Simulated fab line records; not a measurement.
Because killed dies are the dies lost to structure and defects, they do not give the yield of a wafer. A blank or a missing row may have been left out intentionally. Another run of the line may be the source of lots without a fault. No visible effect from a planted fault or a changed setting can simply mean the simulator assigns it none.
8D (eight disciplines) problem report, filled in by code | flow n5Finfet | the parts of the form that need people (team, actions taken, sign-off) are left out

1. WHAT WENT WRONG
killed_at_M0_to_M3 at N5_PASSIVATION_PROBE_49 reads a mean of 142 on 2 wafers of 2 lots; wafers without a fault read 32 with a standard deviation of 9.6. Measured from the usual mean, that is +11 standard deviations.
Seen first at day 16 09:03 on prober-02, wafer L501.2. The record has a number at this step for 27 wafers belonging to 9 lots. The rule behind "out" and "out of limits": a value lying over 4 standard deviations away from the usual mean. Any other wafer with a number is counted as sound.

2. WHAT IT IS, WHAT IT ISN'T
question                    | is                                                                                               | is not
which readings at this step | killed_at_M0_to_M3, defectLimitedYield, killedDies, sort_bin_5_function, sortNPass, sortYieldPct | killed_at_M4_up, killedAtContacts, killedAtFrontEnd, killedAtOther, killedOpen, killedShort, sort_bin_6_memory
which lots                  | L499, L501                                                                                       | L487, L488, L490, L493, L504, L507, L509
which wafers of those lots  | L499.6, L501.2                                                                                   | L499.3, L499.4, L501.1, L501.4
read on which tools         | prober-01, prober-02                                                                             | -
when                        | from day 16 09:03                                                                                | up to then (13 sound wafers); but 12 sound wafers of L499, L501, L504, L507, L509 came after

3. WHAT RULES OUT EACH SUSPECT
Counting: a tool at a process step up to the reading stays a suspect if it ran every lot that is out. Sound lots after the first of them don't rule it out here, since some wafers of a struck lot are sound.
- rieDiel-06 at N5_BEOL_M3_ETCH_77 (etches underlayer in N2/H2, target depth 6.5 nm, time 5.2 s): kept. It processed each lot that is out (first: L499, day 11 01:32); up to then, its last sound lot is L493 (day 9 02:02).
- rieDiel-06, N5_BEOL_M3_ETCH_77: wafers that are out in chamber 2, sound lot-mates in chambers 0, 1, 3.
After counting, what remains is rieDiel-06 at N5_BEOL_M3_ETCH_77.

4. THE CAUSE (what the simulator had put in)
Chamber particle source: rieDiel-06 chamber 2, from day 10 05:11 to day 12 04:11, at N5_BEOL_M3_ETCH_77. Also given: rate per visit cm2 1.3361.
This tool alone remained once counting was done.

5. THE EFFECT CHAIN, in route order
Rows list readings where the struck wafers' mean (over those with a number) sits beyond 3 standard deviations from the usual. Only readings for which the record gives a usual standard deviation are gone through. hours: the time from each lot's start at the first step in this table that gives one to its start at this step, as a median over the lots. sigmas: the change in usual standard deviations.
hours | step                    | reading             | usual  | on struck wafers | change | sigmas
0     | N5_PASSIVATION_PROBE_49 | defectLimitedYield  | 91.2 % | 82.8             | -8.4   | -5.6
0     | N5_PASSIVATION_PROBE_49 | killed_at_M0_to_M3  | 32     | 142              | +110   | +11
0     | N5_PASSIVATION_PROBE_49 | killedDies          | 103    | 203              | +100   | +5.9
0     | N5_PASSIVATION_PROBE_49 | killedOnRim         | 14     | 32               | +18    | +4.0
0     | N5_PASSIVATION_PROBE_49 | sort_bin_5_function | 5.2 %  | 10.3             | +5.1   | +5.5
0     | N5_PASSIVATION_PROBE_49 | sortNPass           | 1077   | 977              | -100   | -5.9
0     | N5_PASSIVATION_PROBE_49 | sortYieldPct        | 91.2 % | 82.8             | -8.4   | -5.6
The process steps in it:
- N5_PASSIVATION_PROBE_49

6. WHAT WOULD HAVE CAUGHT IT SOONER
In this record the first reading out of limits was taken at day 16 09:03, 148 hours after the fault began at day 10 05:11.
No tool reading at N5_BEOL_M3_ETCH_77 that has a usual standard deviation in the record was out on any struck wafer, so an alarm limit of 4 standard deviations on those readings would not have fired.
By day 16 09:03 the whole set of lots that are out, 2 in number, had already begun N5_BEOL_M3_ETCH_77 on rieDiel-06. Tool hold at that time: it would have spared none of them.
